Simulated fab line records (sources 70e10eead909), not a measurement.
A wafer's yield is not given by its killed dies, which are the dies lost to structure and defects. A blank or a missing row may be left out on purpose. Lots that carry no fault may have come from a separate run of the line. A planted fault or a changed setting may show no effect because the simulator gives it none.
fab line records | flow nand-harc
record: lots: 13 wafers: 39 last-day: 34
route steps=1302 shown A_BLC@1132 THIN_TSV@1263 END@1302
lots that met no fault: taken from a fault-free run of the same line
start-h: start of the lot's first displayed wafer, in hours after the record's first day | wait-h: hours from the lot's prior step to this one | " identical to the entry in the row above | L1.1+2: one row covering several wafers at once | - value missing, or start not given | * or withheld: withheld | < > ~ a bound
route shown NAME@n: names a module that has steps shown in the file, with the first one's number in the route | usual: mean/standard deviation of fault-free wafers | same: alike in all rows | chamber/n: place in a boat | sites: the reading at each site | _std_site: the standard deviation of these | _edge_site: mean of outer sites minus mean of inner sites | radius-mm: how far each site lies from the wafer's centre | mask NAME#n: copy n | behind: tool/chamber where the wafer was last shaped | hold: reason for holding the lot/hours on hold/outcome of the hold | device: whichever transistor did not switch (one of n, p or np) | end of line: at the end of the route, the tests of the same wafers | step lacking rows: just its recipe | killed: at the first sort, the dies lost to defects and structure; wafer yield is something else | map: per-die view of a wafer (x killed, . not killed, _ where there is no die)
set.NAME: setting as actually run; set.NAME@STEP: the setting as run at that earlier step | model.NAME: the simulator's own value behind a step, which no gauge read
a sample of lots followed through the steps of the route, with each step as a table and each wafer as a row
services: when a tool's chamber went out of use (start-h, in hours from the record's first day, below 0 if earlier), for how many hours, and the reason
== steps ==
step: NHARC_A_BLC_CVD_24
recipe: target-thk-a: 1500 temp-c: 300 pressure-torr: 40 wf6-flow-sccm: 40 h2-flow-sccm: 1600 ar-flow-sccm: 1560 time-s: 434 material: W
usual: heater-power-w: 480/25 mfc-ar-sccm: 1561/4.5 susceptor-temp-C: 299.97/0.18 throttle-valve-pct: 8.0/0.35
same: time-s: 434
columns lot.wafer tool chamber start-h wait-h heater-power-w mfc-ar-sccm susceptor-temp-C throttle-valve-pct
L288.2 cvd-w-01 0 525.79 - 500 1564 299.97 8.1
L288.4 " 0 " " 492 1565 299.98 8.4
L288.5 " 0 " " 503 1560 300.08 8.2
L289.2 cvd-w-02 1 527.43 - 491 1553 - 7.9
L289.3 " 1 " " 510 1556 - 8.1
L289.6 " 1 " " 498 1559 - 8.4
L290.1 cvd-w-02 1 543.01 - 487 1558 299.74 8.3
L290.2 " 0 " " 497 1551 299.77 7.8
L290.3 " 0 " " 484 1549 299.73 7.6
L292.2 cvd-w-02 0 547.80 - 505 1561 - 7.8
L292.4 " 1 " " 496 1563 - 8.2
L292.6 " 1 " " 496 1559 - 8.2
L297.3 cvd-w-01 0 609.84 - 498 1570 299.98 8.0
L297.5 " 1 " " 432 1559 300.02 7.5
L297.6 " 0 " " 493 1565 300.24 7.9
L300.1 cvd-w-01 0 641.02 - 504 1567 300.37 8.1
L300.3 " 1 " " 441 1566 300.26 7.4
L300.6 " 1 " " 433 1566 299.99 7.5
L302.1 cvd-w-02 0 663.81 - 494 1560 - 7.5
L302.4 " 0 " " 468 1558 - 7.7
L302.3 " 1 " " 488 1562 - 8.4
L303.2 cvd-w-02 0 668.39 - 491 1555 300.27 7.8
L303.3 " 1 " " 480 1563 300.14 8.6
L303.4 " 0 " " 480 1555 299.77 7.8
L308.1 cvd-w-01 0 707.84 - 496 1567 299.81 8.2
L308.3 " 0 " " 488 1555 299.85 8.4
L308.4 " 1 " " 428 1564 300.25 7.5
L307.4 cvd-w-01 0 715.07 - 502 1556 300.19 8.0
L307.3 " 1 " " 437 1562 300.23 7.7
L307.5 " 1 " " 431 1559 299.95 7.4
L309.4 cvd-w-02 1 736.19 - 470 1557 300.03 8.5
L309.5 " 1 " " 489 1557 299.96 8.3
L309.6 " 1 " " 475 1560 299.87 8.2
L310.1 cvd-w-02 1 737.72 - 482 1566 299.90 8.5
L310.2 " 1 " " 481 1571 299.93 8.5
L310.5 " 1 " " 484 1562 299.91 8.3
L311.2 cvd-w-01 0 762.19 - 498 1559 300.32 8.4
L311.4 " 0 " " 492 1563 299.95 8.3
L311.6 " 0 " " 474 1560 299.84 8.1
step: NHARC_THIN_TSV_ETCH_15
recipe: target-depth-a: 30000 bosch-target-overetch-cycles: 2 bosch-etch-step-s: 2.8 bosch-dep-step-s: 1.2 bosch-cycles: 14
usual: drypump-motor-current-A: 5.7/0.46
columns lot.wafer tool chamber start-h wait-h drypump-motor-current-A rf-hours-counter-h
L288.4 rie-si-04 3 552.21 - 5.3 0.2
L288.2 " 0 " " 5.2 0.1
L288.5 " 0 " " 5.2 -
L289.2 rie-si-03 3 553.29 - 6.1 0.8
L289.3 " 1 " " 6.3 0.7
L289.6 " 2 " " 5.9 -
L290.2 rie-si-03 3 570.12 - 6.2 0.9
L290.1 " 0 " " 4.9 0.9
L290.3 " 2 " " 5.9 0.9
L292.4 rie-si-04 0 576.84 - 5.2 0.3
L292.2 " 1 " " 5.3 0.3
L292.6 " 3 " " 5.3 -
L297.3 rie-si-04 0 637.72 - 5.2 0.6
L297.6 " 0 " " 5.2 -
L297.5 " 1 " " 5.3 -
L300.3 rie-si-04 0 669.88 - 5.2 0.7
L300.1 " 1 " " 5.3 0.6
L300.6 " 3 " " 5.3 -
L302.1 rie-si-06 0 691.55 - 5.7 0.4
L302.4 " 1 " " 5.8 0.3
L302.3 " 2 " " 5.6 0.5
L303.3 rie-si-03 0 698.04 - 4.9 0.8
L303.2 " 1 " " 6.3 0.8
L303.4 " 3 " " 6.2 0.7
L308.3 rie-si-03 1 733.50 - 6.3 1.0
L308.4 " 2 " " 5.9 1.0
L308.1 " 0 " " 4.9 1.1
L307.3 rie-si-03 0 747.51 - 4.9 1.1
L307.4 " 1 " " 6.4 1.1
L307.5 " 1 " " 6.4 -
L309.4 rie-si-04 3 763.59 - 5.3 0.4
L309.5 " 1 " " 5.3 -
L309.6 " 2 " " 6.3 -
L310.2 rie-si-03 2 764.77 - 5.9 0.1
L310.1 " 3 " " 6.1 0.0
L310.5 " 1 " " 6.3 -
L311.4 rie-si-04 0 788.39 - 5.2 0.6
L311.2 " 1 " " 5.3 0.6
L311.6 " 3 " " 5.3 -
step: NHARC_THIN_TSV_DEP_47
recipe: target-thk-a: 2000 temp-c: withheld pressure-torr: 6.5 rf-w: 900 teos-flow-sccm: 161.4 flow-sccm: 2650 target-thk-nm: 200 gas: O2 material: SiO2
usual: throttle-valve-pct: 16.0/0.54
columns lot.wafer tool chamber start-h wait-h throttle-valve-pct
L288.2 pecvd-02 0 553.43 - 16.5
L288.5 " 0 " " 16.3
L288.4 " 2 " " 15.5
L289.2 pecvd-01 2 554.33 - 16.9
L289.3 " 0 " " 16.1
L289.6 " 1 " " 15.3
L290.1 pecvd-02 2 571.14 - 15.3
L290.2 " 0 " " 16.5
L290.3 " 1 " " 15.4
L292.2 pecvd-02 0 578.26 - 16.7
L292.6 " 1 " " 15.2
L292.4 " 2 " " 15.7
L297.3 pecvd-03 2 638.82 - 16.1
L297.6 " 1 " " 15.2
L297.5 " 0 " " 16.1
L300.3 pecvd-01 2 670.93 - 17.2
L300.1 " 0 " " 16.3
L300.6 " 2 " " 17.2
L302.1 pecvd-01 0 692.61 - 16.0
L302.3 " 1 " " 15.5
L302.4 " 2 " " 16.3
L303.2 pecvd-03 0 699.26 - 16.5
L303.3 " 2 " " 16.1
L303.4 " 2 " " 15.9
L308.3 pecvd-02 2 734.64 - 15.5
L308.1 " 0 " " 16.8
L308.4 " 1 " " 15.9
L307.3 pecvd-01 0 748.58 - 16.3
L307.5 " 2 " " 16.4
L307.4 " 1 " " 15.7
L309.6 pecvd-01 0 764.72 - 16.5
L309.4 " 1 " " 16.0
L309.5 " 2 " " 16.3
L310.1 pecvd-03 0 765.92 - 15.7
L310.2 " 2 " " 15.7
L310.5 " 0 " " 15.7
L311.2 pecvd-01 1 789.38 - 16.1
L311.6 " 1 " " 15.8
L311.4 " 0 " " 16.1
step: NHARC_THIN_TSV_ETCH_36
recipe: target-depth-a: 650 over-etch-frac: 0.3 time-s: 18.571 ion-energy-ev: 150 chemistry: Cl2/BCl3
usual: drypump-motor-current-A: 5.7/0.35 oes-product-au: 0.999/0.01
same: time-s: 18.571
columns lot.wafer tool chamber start-h wait-h drypump-motor-current-A oes-product-au rf-hours-counter-h
L288.2 rie-metal-01 0 558.14 0.3 5.9 0.994 -
L288.4 " 0 " " 5.9 0.992 -
L288.5 " 0 " " 5.9 0.992 -
L289.2 rie-metal-03 1 558.87 0.2 5.5 1.006 0.5
L289.3 " 1 " " 5.5 0.991 -
L289.6 " 0 " " 5.7 1.011 -
L290.1 rie-metal-03 0 575.80 0.2 5.7 1.008 1.0
L290.2 " 1 " " 5.5 1.000 1.0
L290.3 " 0 " " 5.6 1.000 -
L292.2 rie-metal-03 0 583.29 0.2 5.6 0.992 1.2
L292.4 " 1 " " 5.5 0.994 -
L292.6 " 0 " " 5.6 0.996 -
L297.3 rie-metal-01 0 643.44 0.1 5.9 0.985 -
L297.6 " 1 " " 6.1 0.992 -
L297.5 " 0 " " 5.9 0.989 -
L300.1 rie-metal-03 0 675.47 0.2 5.6 1.009 2.6
L300.3 " 1 " " 5.5 1.000 -
L300.6 " 0 " " 5.7 1.018 -
L302.1 rie-metal-02 1 697.17 0.2 5.1 1.009 1.0
L302.4 " 1 " " 5.1 1.011 -
L302.3 " 0 " " 6.0 0.976 -
L303.2 rie-metal-01 1 703.91 0.2 6.1 0.997 2.5
L303.3 " 0 " " 5.9 1.003 -
L303.4 " 1 " " 6.1 1.011 -
L308.1 rie-metal-01 0 739.23 0.2 5.9 0.991 3.2
L308.4 " 1 " " 6.1 0.990 -
L308.3 " 0 " " 5.9 0.985 -
L307.3 rie-metal-02 1 753.83 0.3 5.1 1.002 -
L307.4 " 1 " " 5.1 1.012 -
L307.5 " 1 " " 5.1 1.011 -
L309.4 rie-metal-02 1 769.28 0.1 5.1 1.011 -
L309.6 " 0 " " 6.1 1.003 -
L309.5 " 1 " " 5.0 1.004 -
L310.1 rie-metal-01 1 770.72 0.2 6.1 0.992 0.2
L310.2 " 0 " " 5.9 1.007 0.2
L310.5 " 1 " " 6.1 0.983 -
L311.2 rie-metal-02 0 794.00 0.2 6.0 0.975 2.7
L311.4 " 0 " " 6.1 0.979 -
L311.6 " 0 " " 6.1 0.983 -
step: NHARC_END_SORT_01
recipe: temp-c: 25
usual: killed-at-array: 59/16 killed-at-other: 0.7/1.1 killed-at-periphery: 4/3 killed-dies: 64/16 killed-open: 3.4/1.8 killed-short: 2.6/1.7
same: gross-dies: 677
columns lot.wafer tool chamber start-h wait-h killed-at-array killed-at-other killed-at-periphery killed-dies killed-open killed-short
L289.2 prober-02 0 567.41 2.8 70 4 0 74 2 2
L289.3 prober-02 0 568.21 3.1 76 3 0 79 3 3
L289.6 prober-02 0 570.59 4.0 54 7 4 65 5 2
L290.1 prober-02 0 585.16 2.5 83 1 1 85 1 2
L290.2 prober-02 0 585.96 2.8 65 2 1 68 2 4
L290.3 prober-02 0 586.76 3.1 74 0 0 74 1 4
L297.3 prober-01 0 653.94 3.1 124 0 0 124 3 2
L297.5 prober-01 0 655.52 3.7 66 0 2 68 1 2
L297.6 prober-01 0 656.31 3.9 138 0 2 140 0 3
L300.1 prober-02 0 684.00 2.5 129 0 2 131 5 2
L300.3 prober-02 0 685.58 3.1 60 0 1 61 5 4
L300.6 prober-02 0 687.96 4.0 51 0 2 53 3 2
L303.2 prober-02 0 715.50 2.8 84 0 1 85 4 0
L303.3 prober-02 0 716.30 3.1 61 0 5 66 4 1
L303.4 prober-02 0 717.10 3.4 75 0 8 83 4 7
L310.1 prober-01 0 777.75 2.5 46 2 2 50 6 6
L310.2 prober-01 0 778.56 2.8 54 0 4 58 3 5
L310.5 prober-01 0 780.99 3.7 72 2 4 78 7 3
killed by level:class
L289.2 A_CHANNEL_HOLE_D1:chamber-film-flake=29 A_SLIT:chamber-film-flake=27 A_CHANNEL_HOLE_D2:chamber-film-flake=8 THIN_TSV:chamber-film-flake=4 A_CHANNEL_FILL_D2:geometric-particle:short=2 A_CHANNEL_FILL_D1:geometric-particle:open=1 A_M0:geometric-particle:open=1 A_CONTACT:chamber-film-flake=1
L289.3 A_CHANNEL_HOLE_D1:chamber-film-flake=36 A_SLIT:chamber-film-flake=23 A_CHANNEL_HOLE_D2:chamber-film-flake=4 A_CHANNEL_FILL_D1:chamber-film-flake=3 THIN_TSV:chamber-film-flake=3 A_CHANNEL_HOLE_D2:geometric-particle:short=2 A_ONON_D1:geometric-particle:short=1 A_CHANNEL_FILL_D2:geometric-particle:open=1
L289.6 A_CHANNEL_HOLE_D1:chamber-film-flake=27 A_SLIT:chamber-film-flake=13 THIN_TSV:chamber-film-flake=7 A_CHANNEL_HOLE_D2:chamber-film-flake=3 A_STAIRCASE:chamber-film-flake=3 P_M0:geometric-particle:open=2 P_ZERO_WELL:chamber-film-flake=2 A_CHANNEL_FILL_D2:chamber-film-flake=2
L290.1 A_CHANNEL_HOLE_D1:chamber-film-flake=38 A_SLIT:chamber-film-flake=26 A_CHANNEL_HOLE_D2:chamber-film-flake=7 A_STAIRCASE:chamber-film-flake=4 A_M1:chamber-film-flake=3 A_WL_FILL:chamber-film-flake=2 P_STI:geometric-particle:short=1 A_ONON_D1:geometric-particle:short=1
L290.2 A_CHANNEL_HOLE_D1:chamber-film-flake=33 A_SLIT:chamber-film-flake=17 A_CHANNEL_HOLE_D2:chamber-film-flake=3 A_WL_FILL:chamber-film-flake=2 A_STAIRCASE:chamber-film-flake=2 A_M1:chamber-film-flake=2 THIN_TSV:chamber-film-flake=2 P_M1:geometric-particle:short=1
L290.3 A_CHANNEL_HOLE_D1:chamber-film-flake=32 A_SLIT:chamber-film-flake=23 A_CHANNEL_HOLE_D2:chamber-film-flake=6 A_STAIRCASE:chamber-film-flake=4 A_ONON_D1:geometric-particle:short=2 A_CONTACT:unspecified=2 A_CHANNEL_HOLE_D1:geometric-particle:short=1 A_DECK1_JOINT:geometric-particle:open=1
L297.3 A_BLC:unspecified=77 A_CHANNEL_HOLE_D1:chamber-film-flake=27 A_CHANNEL_HOLE_D2:chamber-film-flake=6 A_STAIRCASE:chamber-film-flake=3 A_CHANNEL_FILL_D2:chamber-film-flake=2 A_SLIT:chamber-film-flake=2 A_SOURCE_PLATE:geometric-particle:open=1 A_CHANNEL_FILL_D1:geometric-particle:short=1
L297.5 A_CHANNEL_HOLE_D1:chamber-film-flake=32 A_CHANNEL_HOLE_D2:chamber-film-flake=17 A_CONTACT:chamber-film-flake=6 A_SLIT:chamber-film-flake=3 A_CHANNEL_FILL_D2:chamber-film-flake=2 A_STAIRCASE:chamber-film-flake=2 A_CHANNEL_HOLE_D2:geometric-particle:short=1 A_CHANNEL_FILL_D2:geometric-particle:short=1
L297.6 A_BLC:unspecified=79 A_CHANNEL_HOLE_D1:chamber-film-flake=36 A_CHANNEL_HOLE_D2:chamber-film-flake=15 P_M2:chamber-film-flake=2 A_DECK1_JOINT:geometric-particle:short=1 A_ONON_D2:geometric-particle:short=1 A_WL_FILL:geometric-particle:short=1 A_CHANNEL_FILL_D1:chamber-film-flake=1
L300.1 A_BLC:unspecified=81 A_CHANNEL_HOLE_D1:chamber-film-flake=37 A_SOURCE_PLATE:geometric-particle:open=2 P_GATE:geometric-particle:short=1 A_CHANNEL_FILL_D1:geometric-particle:short=1 A_SGD_CUT:geometric-particle:open=1 A_M0:geometric-particle:open=1 A_M1:geometric-particle:open=1
L300.3 A_CHANNEL_HOLE_D1:chamber-film-flake=42 A_CONTACT:chamber-film-flake=5 A_STAIRCASE:chamber-film-flake=3 A_CHANNEL_FILL_D1:geometric-particle:open=2 A_ONON_D1:geometric-particle:short=1 A_DECK1_JOINT:geometric-particle:open=1 A_CHANNEL_HOLE_D2:geometric-particle:short=1 A_SGD_CUT:geometric-particle:short=1
L300.6 A_CHANNEL_HOLE_D1:chamber-film-flake=34 A_STAIRCASE:chamber-film-flake=4 A_SLIT:chamber-film-flake=3 A_SGD_CUT:chamber-film-flake=2 A_CONTACT:chamber-film-flake=2 P_CONTACT:geometric-particle:open=1 A_CHANNEL_FILL_D1:geometric-particle:short=1 A_DECK1_JOINT:geometric-particle:open=1
L303.2 A_CHANNEL_HOLE_D1:chamber-film-flake=42 A_CHANNEL_HOLE_D2:chamber-film-flake=26 A_SLIT:chamber-film-flake=9 A_CHANNEL_FILL_D2:geometric-particle:open=1 A_BLC:geometric-particle:open=1 A_M0:geometric-particle:open=1 A_BONDPAD:geometric-particle:open=1 P_GATE:chamber-film-flake=1
L303.3 A_CHANNEL_HOLE_D1:chamber-film-flake=30 A_CHANNEL_HOLE_D2:chamber-film-flake=11 A_SLIT:chamber-film-flake=6 A_CONTACT:chamber-film-flake=5 A_STAIRCASE:chamber-film-flake=3 P_GATE:geometric-particle:open=2 P_GATE:chamber-film-flake=2 A_WL_FILL:chamber-film-flake=1
L303.4 A_CHANNEL_HOLE_D1:chamber-film-flake=35 A_CHANNEL_HOLE_D2:chamber-film-flake=21 A_STAIRCASE:chamber-film-flake=7 A_SLIT:chamber-film-flake=6 P_M0:geometric-particle:open=2 A_ONON_D1:geometric-particle:short=2 A_SGD_CUT:geometric-particle:short=2 P_GATE:geometric-particle:short=1
L310.1 A_CHANNEL_HOLE_D2:chamber-film-flake=14 A_SLIT:chamber-film-flake=10 A_CHANNEL_HOLE_D1:chamber-film-flake=5 A_ONON_D1:geometric-particle:open=2 A_ONON_D2:geometric-particle:short=2 A_M0:geometric-particle:open=2 A_STAIRCASE:chamber-film-flake=2 A_CONTACT:chamber-film-flake=2
L310.2 A_CHANNEL_HOLE_D2:chamber-film-flake=24 A_SLIT:chamber-film-flake=15 A_CHANNEL_HOLE_D1:chamber-film-flake=6 A_CONTACT:chamber-film-flake=4 P_STI:geometric-particle:short=1 P_CONTACT:geometric-particle:open=1 P_M1:geometric-particle:open=1 P_M2:geometric-particle:short=1
L310.5 A_SLIT:chamber-film-flake=29 A_CHANNEL_HOLE_D2:chamber-film-flake=19 A_CHANNEL_HOLE_D1:chamber-film-flake=9 A_CONTACT:chamber-film-flake=5 A_WL_FILL:geometric-particle:open=2 A_M0:chamber-film-flake=2 THIN_TSV:chamber-film-flake=2 P_STI:geometric-particle:open=1
== services ==
columns tool chamber start-h hours kind
rie-si-03 - 506.15 1.5 repair
pecvd-01 0 516.80 8.8 repair
rie-metal-03 - 519.00 9.0 pm
rie-si-04 - 519.00 9.0 pm
rie-metal-01 1 520.74 46.5 repair
rie-si-03 2 530.79 7.9 repair
rie-si-03 3 533.03 3.3 repair
cvd-w-01 - 547.16 13.0 pm
rie-si-03 0 550.21 11.5 repair
rie-metal-01 - 575.00 9.0 pm
rie-si-03 - 575.05 9.0 pm
pecvd-02 - 589.69 13.0 pm
rie-si-04 0 622.79 5.1 repair
rie-si-04 3 626.97 1.3 repair
cvd-w-02 - 631.00 13.0 pm
pecvd-01 - 673.27 13.0 pm
cvd-w-01 - 688.25 0.7 repair
rie-si-04 - 696.00 9.0 pm
rie-si-03 1 709.26 3.9 repair
rie-si-04 - 709.36 2.0 repair
cvd-w-01 - 728.16 13.0 pm
cvd-w-02 0 728.73 14.5 repair
rie-metal-01 - 752.00 9.0 pm
rie-si-03 - 752.05 9.0 pm
== key ==
first-sign: step: NHARC_END_SORT_01 reading: killed-at-array direction: up sigmas: 4.3 usual: 59 struck: 130
effect: step: NHARC_END_SORT_01 reading: killed-dies direction: up sigmas: 4.1 usual: 64 struck: 132
more-kills-born-at: NHARC_A_BLC_CVD_24@cvd-w-01: 237
met-at NHARC_A_BLC_CVD_24
struck-lots L297,L300
struck-wafers L297.3,L297.6,L300.1
tester-left-out L297,L300
not-acting-at NHARC_THIN_TSV_ETCH_15,NHARC_THIN_TSV_DEP_47,NHARC_THIN_TSV_ETCH_36
onset-between 525.79 609.84
fault: kind: chamber-particle-source tool: cvd-w-01 chamber: 0 onset-h: 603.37 steps: NHARC_A_BLC_CVD_24 rate-per-visit-cm2: 1.1331 end-h: 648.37
tester-left-out: of these lots the tester's yield and bins aren't shown, on N5 and GAA mostly nor the transistor test; their killed dies are dies lost to structure and defects alone, not to doping, threshold or leakage, so they don't give the yield
